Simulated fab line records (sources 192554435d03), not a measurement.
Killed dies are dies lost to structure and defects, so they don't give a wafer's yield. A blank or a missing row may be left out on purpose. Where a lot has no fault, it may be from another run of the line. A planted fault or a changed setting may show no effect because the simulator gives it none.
Which tool did it? -- flow n5-finfet -- 12 lots with 36 wafers sampled at 2 steps, on a route of 1938 steps

## WHAT EACH GAUGE READ, for each wafer
N5_BEOL_M9_OVL_MEAS_29.
lot,measured,on,V8_OVL (nm)
L075,day 11 01:21,overlay-02,1.2 0.1 0.3
L077,day 11 10:04,overlay-02,0.3 0.2 -0.7
L080,day 11 21:34,overlay-02,0.6 0.6 0.1
L079,day 12 20:20,overlay-01,0.6 0.6 1.6
L083,day 13 03:12,overlay-02,-0.4 0.8 0.3
L087,day 13 13:18,overlay-02,0.2 0.5 0.9
L088,day 14 03:53,overlay-02,-0.3 0.1 -0.1
L086,day 14 13:17,overlay-01,0.2 1.2 0.7
L090,day 15 12:26,overlay-01,1.1 0.7 1.4
L092,day 15 14:20,overlay-01,0.5 1.0 0.5
L094,day 16 12:48,overlay-02,0.5 0.4 0.1
L097,day 17 06:14,overlay-01,0.5 0.4 0.3

## WHAT TOOL EACH LOT RAN ON (gives the tool, then ch and the chambers of the sampled wafers, and finally the start)
lot,N5_BEOL_M9_STRIP_67
L075,"rie-diel-04 ch 1,2,3, day 11 00:36"
L077,"rie-diel-05 ch 0,1,2, day 11 08:11"
L080,"rie-diel-05 ch 2,3, day 11 19:12"
L079,"rie-diel-04 ch 0,2, day 12 16:17"
L083,"rie-diel-04 ch 0,2,3, day 13 02:38"
L087,"rie-diel-04 ch 1,2, day 13 12:28"
L088,"rie-diel-06 ch 0,2, day 14 02:26"
L086,"rie-diel-06 ch 0,1,3, day 14 10:58"
L090,"rie-diel-06 ch 0,1,2, day 15 09:33"
L092,"rie-diel-05 ch 0,2, day 15 13:45"
L094,"rie-diel-04 ch 1,2, day 16 11:48"
L097,"rie-diel-04 ch 1,3, day 17 04:05"
- N5_BEOL_M9_STRIP_67: strips in CF4.

## THE ANSWER, worked out from the rows above alone
Rule: the usual values come from the lots themselves. The widest of any qualifying gaps counts: lots, ordered by their means at a reading, are off when they make up no more than a third of the lots, leave a main group of 4 or more, and stand apart from it by 3 or more times the standard deviation of that group's means. If all means in a main group match to the digits the tables above print for the reading, that group is not used. A lot without any number at a reading at which 4 lots or more have one is off too. Where the step has rows for the other lots, those lots are counted as sound.
No lot is off on any of the readings shown, so nothing can be concluded from this.

## WHAT WAS PUT IN BY THE SIMULATOR
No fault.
